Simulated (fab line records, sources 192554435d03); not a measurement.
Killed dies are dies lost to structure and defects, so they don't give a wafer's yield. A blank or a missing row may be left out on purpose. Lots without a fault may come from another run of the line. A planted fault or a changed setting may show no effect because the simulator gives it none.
fab line records | flow n5_finfet
record lots=24 wafers=72 last_day=18
route steps=1938 shown BEOL_M1@819
lots that met no fault: from a run of the same line without faults
start_h: hours from the record's first day to the start of the lot's first wafer shown | wait_h: hours since the lot's step before | " the same as in the row above | L1.1+2: a row that stands for several wafers | - no value, or no start given | * or withheld: withheld | < > ~ a bound
route shown NAME@n: a module of which the file shows steps, and the number in the route of the first | usual: mean/standard deviation of fault-free wafers | same: alike in all rows | chamber/n: place in a boat | sites: the reading at each site | _std_site: their standard deviation | _edge_site: outer sites' mean less inner sites' | radius_mm: how far each site lies from the wafer's centre | mask NAME#n: copy n | behind: the tool/chamber that last shaped the wafer | hold: why the lot was held/for how many hours/how that ended | device: the transistor (n, p or np) that didn't switch | end of line: the same wafers' tests at the end of the route | a step without rows: its recipe alone | killed: dies lost to structure and defects at the first sort, not the wafer's yield | map: a wafer's dies, x killed, . not, _ none there
set.NAME: the setting as run; set.NAME@STEP: as run at that earlier step | model.NAME: the simulator's own value behind a step, which no gauge read
steps of the route over a sample of lots; a table a step, a row a wafer
services: from which hour (start_h, from the record's first day; less than 0 if before it) a tool's chamber was out of use, for how many hours, and why
## steps
# step N5_BEOL_M1_ANNEAL_82
# recipe temp_c=400 time_s=240 ambient=vacuum
# usual heater_power_w=800/87
# columns lot.wafer tool chamber start_h wait_h heater_power_w
L074.1 pvd_sputter-03 - 126.37 0.0 705
L074.5 " - " " 725
L074.6 " - " " 703
L075.3 pvd_sputter-03 - 132.84 0.0 788
L075.4 " - " " 730
L075.6 " - " " 933
L076.1 pvd_sputter-02 - 142.61 0.0 691
L076.3 " - " " 874
L076.5 " - " " 809
L077.1 pvd_sputter-03 - 147.45 0.0 811
L077.4 " - " " 684
L077.5 " - " " 707
L078.1 pvd_sputter-01 - 152.32 0.0 875
L078.3 " - " " 755
L078.5 " - " " 927
L079.2 pvd_sputter-01 - 155.48 0.0 891
L079.3 " - " " 918
L079.6 " - " " 917
L080.3 pvd_sputter-02 - 168.68 0.0 852
L080.5 " - " " 884
L080.6 " - " " 687
L081.1 pvd_sputter-01 - 173.36 0.0 805
L081.3 " - " " 922
L081.6 " - " " 908
L083.1 pvd_sputter-01 - 181.75 0.0 913
L083.2 " - " " 802
L083.3 " - " " 858
L082.1 pvd_sputter-03 - 181.93 0.0 927
L082.4 " - " " 711
L082.5 " - " " 939
L084.2 pvd_sputter-01 - 205.53 0.1 861
L084.4 " - " " 812
L084.5 " - " " 869
L085.1 pvd_sputter-01 - 210.41 0.1 742
L085.3 " - " " 825
L085.6 " - " " 727
L086.1 pvd_sputter-03 - 214.77 0.0 922
L086.3 " - " " 700
L086.4 " - " " 732
L087.1 pvd_sputter-02 - 215.14 0.0 832
L087.2 " - " " 679
L087.5 " - " " 699
L088.3 pvd_sputter-03 - 217.61 0.0 705
L088.4 " - " " 719
L088.5 " - " " 700
L089.2 pvd_sputter-03 - 219.45 0.0 954
L089.3 " - " " 793
L089.5 " - " " 716
L090.2 pvd_sputter-02 - 226.12 0.0 889
L090.5 " - " " 818
L090.6 " - " " 693
L091.2 pvd_sputter-02 - 229.70 0.0 658
L091.5 " - " " 819
L091.6 " - " " 657
L092.1 pvd_sputter-03 - 239.15 0.0 946
L092.2 " - " " 733
L092.5 " - " " 718
L093.3 pvd_sputter-03 - 244.16 0.0 820
L093.4 " - " " 683
L093.6 " - " " 722
L094.3 pvd_sputter-01 - 252.95 0.0 875
L094.4 " - " " 740
L094.5 " - " " 868
L095.1 pvd_sputter-03 - 253.13 0.0 718
L095.4 " - " " 945
L095.6 " - " " 810
L096.2 pvd_sputter-03 - 267.53 0.0 961
L096.3 " - " " 777
L096.4 " - " " 692
L097.1 pvd_sputter-03 - 278.97 0.0 803
L097.3 " - " " 678
L097.6 " - " " 813
# step N5_BEOL_M1_SPUTTER_86
# recipe material=Cu target_thk_a=45 temp_c=-20 chamber_pressure_pa=0.07 power_w=withheld time_s=8.29
# usual chamber_pressure_pa=0.07001/0.00014 throttle_valve_pct=29.9/1.1
# columns lot.wafer tool chamber start_h wait_h chamber_pressure_pa throttle_valve_pct
L074.1 pvd_sputter-03 - 126.51 0.1 0.06993 31.6
L074.5 " - " " 0.07014 31.9
L074.6 " - " " 0.0701 28.5
L075.3 pvd_sputter-03 - 132.98 0.1 0.06996 29.8
L075.4 " - " " 0.06991 31.7
L075.6 " - " " 0.06999 28.8
L076.1 pvd_sputter-02 - 142.75 0.1 0.07013 31.6
L076.3 " - " " 0.07002 28.8
L076.5 " - " " 0.06993 29.7
L077.1 pvd_sputter-03 - 147.59 0.1 0.06989 29.7
L077.4 " - " " 0.07007 28.7
L077.5 " - " " 0.0701 31.9
L078.1 pvd_sputter-01 - 152.46 0.1 0.06992 29.8
L078.3 " - " " 0.07015 30.0
L078.5 " - " " 0.06999 30.9
L079.2 pvd_sputter-01 - 155.62 0.1 0.06998 29.6
L079.3 " - " " 0.07004 31.1
L079.6 " - " " 0.0701 30.9
L080.3 pvd_sputter-02 - 168.82 0.1 0.06965 28.5
L080.5 " - " " 0.07014 28.6
L080.6 " - " " 0.07007 31.2
L081.1 pvd_sputter-01 - 173.52 0.1 0.07002 29.6
L081.3 " - " " 0.07023 31.0
L081.6 " - " " 0.07013 31.1
L083.1 pvd_sputter-01 - 181.91 0.1 0.07008 31.3
L083.2 " - " " 0.06991 29.9
L083.3 " - " " 0.06981 29.6
L082.1 pvd_sputter-03 - 182.07 0.1 0.07013 28.7
L082.4 " - " " 0.06999 31.7
L082.5 " - " " 0.06985 28.6
L084.2 pvd_sputter-01 - 205.81 0.1 0.06988 29.5
L084.4 " - " " 0.06974 29.8
L084.5 " - " " 0.06984 29.2
L085.1 pvd_sputter-01 - 210.69 0.1 0.07003 30.1
L085.3 " - " " 0.07011 29.6
L085.6 " - " " 0.06995 29.9
L086.1 pvd_sputter-03 - 214.91 0.1 0.07005 28.7
L086.3 " - " " 0.06996 28.7
L086.4 " - " " 0.06982 31.7
L087.1 pvd_sputter-02 - 215.28 0.1 0.06989 29.8
L087.2 " - " " 0.06993 31.7
L087.5 " - " " 0.07009 31.3
L088.3 pvd_sputter-03 - 217.75 0.1 0.07 28.5
L088.4 " - " " 0.07009 31.8
L088.5 " - " " 0.07003 28.5
L089.2 pvd_sputter-03 - 219.59 0.1 0.07006 28.3
L089.3 " - " " 0.06996 29.7
L089.5 " - " " 0.07015 31.7
L090.2 pvd_sputter-02 - 226.26 0.1 0.06971 28.8
L090.5 " - " " 0.06993 30.1
L090.6 " - " " 0.07014 31.4
L091.2 pvd_sputter-02 - 229.84 0.1 0.07003 31.3
L091.5 " - " " 0.07009 29.9
L091.6 " - " " 0.07015 31.4
L092.1 pvd_sputter-03 - 239.29 0.1 0.07013 28.6
L092.2 " - " " 0.06983 31.7
L092.5 " - " " 0.07013 32.1
L093.3 pvd_sputter-03 - 244.30 0.1 0.07 29.8
L093.4 " - " " 0.07001 28.7
L093.6 " - " " 0.06994 31.7
L094.3 pvd_sputter-01 - 253.09 0.1 0.07027 29.7
L094.4 " - " " 0.06999 29.9
L094.5 " - " " 0.07013 29.5
L095.1 pvd_sputter-03 - 253.27 0.1 0.07003 31.6
L095.4 " - " " 0.06976 28.6
L095.6 " - " " 0.07005 29.7
L096.2 pvd_sputter-03 - 267.67 0.1 0.07017 28.5
L096.3 " - " " 0.07017 29.6
L096.4 " - " " 0.07 28.5
L097.1 pvd_sputter-03 - 279.11 0.1 0.07004 29.6
L097.3 " - " " 0.06992 28.5
L097.6 " - " " 0.07033 30.1
# step N5_BEOL_M1_ANNEAL_87
# recipe temp_c=400 time_s=240 ambient=vacuum
# usual heater_power_w=800/86
# columns lot.wafer tool chamber start_h wait_h heater_power_w
L074.1 pvd_sputter-03 - 126.59 0.0 715
L074.5 " - " " 719
L074.6 " - " " 682
L075.3 pvd_sputter-03 - 133.06 0.0 783
L075.4 " - " " 719
L075.6 " - " " 922
L076.1 pvd_sputter-02 - 142.83 0.0 682
L076.3 " - " " 862
L076.5 " - " " 839
L077.1 pvd_sputter-03 - 147.67 0.0 802
L077.4 " - " " 697
L077.5 " - " " 702
L078.1 pvd_sputter-01 - 152.54 0.0 858
L078.3 " - " " 748
L078.5 " - " " 898
L079.2 pvd_sputter-01 - 155.70 0.0 854
L079.3 " - " " 915
L079.6 " - " " 887
L080.3 pvd_sputter-02 - 168.90 0.0 874
L080.5 " - " " 876
L080.6 " - " " 690
L081.1 pvd_sputter-01 - 173.61 0.0 789
L081.3 " - " " 932
L081.6 " - " " 921
L083.1 pvd_sputter-01 - 182.00 0.0 906
L083.2 " - " " 822
L083.3 " - " " 853
L082.1 pvd_sputter-03 - 182.15 0.0 958
L082.4 " - " " 710
L082.5 " - " " 927
L084.2 pvd_sputter-01 - 205.97 0.1 862
L084.4 " - " " 808
L084.5 " - " " 885
L085.1 pvd_sputter-01 - 210.85 0.1 755
L085.3 " - " " 864
L085.6 " - " " 738
L086.1 pvd_sputter-03 - 214.99 0.0 948
L086.3 " - " " 699
L086.4 " - " " 707
L087.1 pvd_sputter-02 - 215.36 0.0 826
L087.2 " - " " 674
L087.5 " - " " 686
L088.3 pvd_sputter-03 - 217.83 0.0 685
L088.4 " - " " 708
L088.5 " - " " 690
L089.2 pvd_sputter-03 - 219.67 0.0 946
L089.3 " - " " 834
L089.5 " - " " 731
L090.2 pvd_sputter-02 - 226.34 0.0 876
L090.5 " - " " 794
L090.6 " - " " 683
L091.2 pvd_sputter-02 - 229.92 0.0 679
L091.5 " - " " 797
L091.6 " - " " 684
L092.1 pvd_sputter-03 - 239.37 0.0 920
L092.2 " - " " 733
L092.5 " - " " 704
L093.3 pvd_sputter-03 - 244.38 0.0 811
L093.4 " - " " 713
L093.6 " - " " 713
L094.3 pvd_sputter-01 - 253.17 0.0 860
L094.4 " - " " 739
L094.5 " - " " 854
L095.1 pvd_sputter-03 - 253.35 0.0 715
L095.4 " - " " 924
L095.6 " - " " 806
L096.2 pvd_sputter-03 - 267.75 0.0 921
L096.3 " - " " 789
L096.4 " - " " 697
L097.1 pvd_sputter-03 - 279.19 0.0 801
L097.3 " - " " 682
L097.6 " - " " 810
# step N5_BEOL_M1_SPUTTER_88
# recipe material=Cu target_thk_a=45 temp_c=-20 chamber_pressure_pa=0.07 power_w=withheld time_s=8.29
# usual chamber_pressure_pa=0.07/0.00012 throttle_valve_pct=29.9/1.1
# columns lot.wafer tool chamber start_h wait_h chamber_pressure_pa throttle_valve_pct
L074.1 pvd_sputter-03 - 126.73 0.1 0.06996 31.9
L074.5 " - " " 0.07009 31.5
L074.6 " - " " 0.07011 28.6
L075.3 pvd_sputter-03 - 133.20 0.1 0.07013 29.6
L075.4 " - " " 0.07027 31.9
L075.6 " - " " 0.07016 28.7
L076.1 pvd_sputter-02 - 142.97 0.1 0.06997 31.4
L076.3 " - " " 0.06992 28.9
L076.5 " - " " 0.07009 29.6
L077.1 pvd_sputter-03 - 147.81 0.1 0.07018 29.7
L077.4 " - " " 0.06997 28.4
L077.5 " - " " 0.07002 31.8
L078.1 pvd_sputter-01 - 152.68 0.1 0.06987 29.3
L078.3 " - " " 0.06991 29.9
L078.5 " - " " 0.07001 30.8
L079.2 pvd_sputter-01 - 155.84 0.1 0.06998 30.0
L079.3 " - " " 0.06998 30.9
L079.6 " - " " 0.06998 31.0
L080.3 pvd_sputter-02 - 169.04 0.1 0.07029 28.8
L080.5 " - " " 0.06999 28.4
L080.6 " - " " 0.07032 31.4
L081.1 pvd_sputter-01 - 173.77 0.1 0.07 29.8
L081.3 " - " " 0.07008 31.0
L081.6 " - " " 0.06985 31.1
L083.1 pvd_sputter-01 - 182.15 0.1 0.07015 30.8
L083.2 " - " " 0.07006 29.8
L083.3 " - " " 0.07007 29.5
L082.1 pvd_sputter-03 - 182.29 0.1 0.07005 28.4
L082.4 " - " " 0.06995 32.0
L082.5 " - " " 0.06991 28.9
L084.2 pvd_sputter-01 - 206.25 0.1 0.07007 29.3
L084.4 " - " " 0.06996 29.6
L084.5 " - " " 0.06991 29.6
L085.1 pvd_sputter-01 - 211.13 0.1 0.07007 30.0
L085.3 " - " " 0.06992 29.7
L085.6 " - " " 0.07016 30.1
L086.1 pvd_sputter-03 - 215.13 0.1 0.07022 28.5
L086.3 " - " " 0.0699 28.6
L086.4 " - " " 0.07003 31.6
L087.1 pvd_sputter-02 - 215.50 0.1 0.06999 29.6
L087.2 " - " " 0.06988 31.6
L087.5 " - " " 0.07004 31.4
L088.3 pvd_sputter-03 - 217.97 0.1 0.06995 28.6
L088.4 " - " " 0.06999 31.6
L088.5 " - " " 0.06995 28.4
L089.2 pvd_sputter-03 - 219.81 0.1 0.06999 28.7
L089.3 " - " " 0.06975 29.8
L089.5 " - " " 0.07004 32.0
L090.2 pvd_sputter-02 - 226.48 0.1 0.06976 28.7
L090.5 " - " " 0.06979 29.8
L090.6 " - " " 0.07011 31.5
L091.2 pvd_sputter-02 - 230.06 0.1 0.07003 31.6
L091.5 " - " " 0.07003 29.9
L091.6 " - " " 0.07007 31.3
L092.1 pvd_sputter-03 - 239.51 0.1 0.06979 28.6
L092.2 " - " " 0.07007 31.7
L092.5 " - " " 0.06973 31.8
L093.3 pvd_sputter-03 - 244.52 0.1 0.0701 30.0
L093.4 " - " " 0.06996 28.6
L093.6 " - " " 0.06982 31.8
L094.3 pvd_sputter-01 - 253.31 0.1 0.07001 29.8
L094.4 " - " " 0.07008 30.0
L094.5 " - " " 0.0699 29.6
L095.1 pvd_sputter-03 - 253.49 0.1 0.07003 31.9
L095.4 " - " " 0.06992 28.5
L095.6 " - " " 0.07015 29.8
L096.2 pvd_sputter-03 - 267.89 0.1 0.06997 28.7
L096.3 " - " " 0.07015 30.0
L096.4 " - " " 0.06986 28.6
L097.1 pvd_sputter-03 - 279.33 0.1 0.07012 29.8
L097.3 " - " " 0.07006 28.2
L097.6 " - " " 0.07002 29.7
# step N5_BEOL_M1_SPUTTER_94
# recipe material=Cu target_thk_a=45 temp_c=-20 chamber_pressure_pa=0.07 power_w=withheld time_s=8.29
# usual chamber_pressure_pa=0.06997/0.00015 throttle_valve_pct=29.8/1.2
# columns lot.wafer tool chamber start_h wait_h chamber_pressure_pa throttle_valve_pct
L074.1 pvd_sputter-03 - 127.39 0.1 0.07007 31.8
L074.5 " - " " 0.07014 32.0
L074.6 " - " " 0.07003 28.6
L075.3 pvd_sputter-03 - 133.86 0.1 0.06977 29.6
L075.4 " - " " 0.06975 31.9
L075.6 " - " " 0.06995 28.4
L076.1 pvd_sputter-02 - 143.63 0.1 0.06998 31.1
L076.3 " - " " 0.07017 28.7
L076.5 " - " " 0.07001 29.8
L077.1 pvd_sputter-03 - 148.47 0.1 0.07012 29.6
L077.4 " - " " 0.06985 28.5
L077.5 " - " " 0.07014 31.7
L078.1 pvd_sputter-01 - 153.34 0.1 0.07025 29.8
L078.3 " - " " 0.07008 29.8
L078.5 " - " " 0.07019 31.2
L079.2 pvd_sputter-01 - 156.50 0.1 0.06994 29.8
L079.3 " - " " 0.06983 31.1
L079.6 " - " " 0.06982 30.9
L080.3 pvd_sputter-02 - 169.70 0.1 0.07011 28.7
L080.5 " - " " 0.07008 28.8
L080.6 " - " " 0.07 31.7
L081.1 pvd_sputter-01 - 174.51 0.1 0.07001 30.0
L081.3 " - " " 0.07009 31.0
L081.6 " - " " 0.07019 31.3
L083.1 pvd_sputter-01 - 182.90 0.1 0.06983 31.2
L083.2 " - " " 0.0697 29.9
L083.3 " - " " 0.07007 29.7
L082.1 pvd_sputter-03 - 182.95 0.1 0.06971 28.5
L082.4 " - " " 0.06981 31.8
L082.5 " - " " 0.06984 28.6
L084.2 pvd_sputter-01 - 207.57 0.1 0.0698 29.5
L084.4 " - " " 0.06992 29.7
L084.5 " - " " 0.06994 29.5
L085.1 pvd_sputter-01 - 212.45 0.1 0.07007 29.9
L085.3 " - " " 0.07006 29.6
L085.6 " - " " 0.07013 29.9
L086.1 pvd_sputter-03 - 215.79 0.1 0.07008 28.5
L086.3 " - " " 0.07012 28.6
L086.4 " - " " 0.07004 31.6
L087.1 pvd_sputter-02 - 216.16 0.1 0.06963 29.6
L087.2 " - " " 0.07016 31.1
L087.5 " - " " 0.07013 31.2
L088.3 pvd_sputter-03 - 218.63 0.1 0.07009 28.2
L088.4 " - " " 0.07008 31.9
L088.5 " - " " 0.06996 28.4
L089.2 pvd_sputter-03 - 220.47 0.1 0.06992 28.5
L089.3 " - " " 0.07023 29.5
L089.5 " - " " 0.06998 31.7
L090.2 pvd_sputter-02 - 227.14 0.1 0.06994 28.8
L090.5 " - " " 0.07003 29.5
L090.6 " - " " 0.07003 31.4
L091.2 pvd_sputter-02 - 230.72 0.1 0.06993 31.7
L091.5 " - " " 0.07006 29.7
L091.6 " - " " 0.06993 31.3
L092.1 pvd_sputter-03 - 240.17 0.1 0.06958 28.6
L092.2 " - " " 0.06987 31.8
L092.5 " - " " 0.06996 31.8
L093.3 pvd_sputter-03 - 245.18 0.1 0.06982 29.9
L093.4 " - " " 0.06989 28.5
L093.6 " - " " 0.06987 31.9
L094.3 pvd_sputter-01 - 253.97 0.1 0.0697 29.5
L094.4 " - " " 0.07019 29.8
L094.5 " - " " 0.06998 29.4
L095.1 pvd_sputter-03 - 254.15 0.1 0.06999 31.7
L095.4 " - " " 0.06992 28.6
L095.6 " - " " 0.06986 29.7
L096.2 pvd_sputter-03 - 268.55 0.1 0.07031 28.5
L096.3 " - " " 0.06966 29.6
L096.4 " - " " 0.06993 28.3
L097.1 pvd_sputter-03 - 279.99 0.1 0.0699 29.4
L097.3 " - " " 0.06996 28.4
L097.6 " - " " 0.0699 29.6
# step N5_BEOL_M1_CO_CAP_55
# recipe material=Co target_thk_a=20 temp_c=200 precursor=CCTBA/H2 pressure_torr=30 time_s=102.1
# usual heater_power_w=250/30
# columns lot.wafer tool chamber start_h wait_h heater_power_w since_wet_clean_h
L074.1 cvd_co-01 1 128.74 0.0 298 1107
L074.5 " 1 " " 297 -
L074.6 " 2 " " 251 -
L075.3 cvd_co-01 1 134.94 0.0 296 1114
L075.4 " 1 " " 287 -
L075.6 " 2 " " 259 -
L076.1 cvd_co-02 0 144.72 0.0 210 905
L076.3 " 1 " " 226 8
L076.5 " 1 " " 232 -
L077.1 cvd_co-01 0 149.55 0.0 243 691
L077.4 " 2 " " 263 -
L077.5 " 1 " " 297 -
L078.1 cvd_co-01 0 154.42 0.0 237 696
L078.3 " 2 " " 254 226
L078.5 " 1 " " 304 -
L079.2 cvd_co-01 0 157.62 0.0 237 699
L079.3 " 2 " " 259 230
L079.6 " 1 " " 297 -
L080.3 cvd_co-01 2 170.79 0.0 259 243
L080.5 " 2 " " 257 -
L080.6 " 1 " " 297 -
L081.1 cvd_co-02 1 175.64 0.0 225 39
L081.3 " 2 " " 220 476
L081.6 " 2 " " 225 -
L083.1 cvd_co-02 1 184.03 0.0 223 47
L083.2 " 0 " " 214 944
L083.3 " 2 " " 219 485
L082.1 cvd_co-01 1 184.09 0.0 292 1163
L082.4 " 0 " " 237 -
L082.5 " 2 " " 263 -
L084.2 cvd_co-02 2 208.99 0.0 223 510
L084.4 " 0 " " 207 -
L084.5 " 1 " " 226 -
L085.1 cvd_co-01 0 213.92 0.0 237 755
L085.3 " 1 " " 297 1193
L085.6 " 2 " " 257 -
L086.1 cvd_co-02 1 216.89 0.0 221 80
L086.3 " 2 " " 216 518
L086.4 " 2 " " 217 -
L087.1 cvd_co-01 1 217.25 0.0 296 1196
L087.2 " 2 " " 260 289
L087.5 " 0 " " 236 -
L088.3 cvd_co-02 1 219.72 0.0 227 83
L088.4 " 2 " " 224 -
L088.5 " 0 " " 213 -
L089.2 cvd_co-01 2 221.57 0.0 254 294
L089.3 " 1 " " 294 1200
L089.5 " 1 " " 300 -
L090.2 cvd_co-01 0 228.23 0.0 239 770
L090.5 " 0 " " 239 -
L090.6 " 2 " " 262 -
L091.2 cvd_co-02 2 231.80 0.0 221 532
L091.5 " 0 " " 210 -
L091.6 " 1 " " 229 -
L092.1 cvd_co-02 0 241.27 0.0 210 1001
L092.2 " 1 " " 230 105
L092.5 " 1 " " 225 -
L093.3 cvd_co-01 1 246.28 0.0 295 1225
L093.4 " 2 " " 263 -
L093.6 " 1 " " 301 -
L094.3 cvd_co-01 0 255.06 0.0 239 796
L094.4 " 1 " " 298 -
L094.5 " 0 " " 240 -
L095.1 cvd_co-01 2 255.34 0.0 264 327
L095.4 " 1 " " 304 -
L095.6 " 2 " " 267 -
L096.2 cvd_co-01 0 269.64 0.0 241 811
L096.3 " 2 " " 257 342
L096.4 " 2 " " 260 -
L097.1 cvd_co-01 2 281.26 0.0 260 353
L097.3 " 0 " " 240 823
L097.6 " 2 " " 262 -
## services
# columns tool chamber start_h hours kind
cvd_co-02 1 114.75 - clean
cvd_co-02 1 114.75 22.0 scheduled_down
cvd_co-02 1 114.75 22.0 vent_cycle
pvd_sputter-01 - 133.40 2.5 repair
cvd_co-01 - 163.02 0.8 repair
## key
fault none
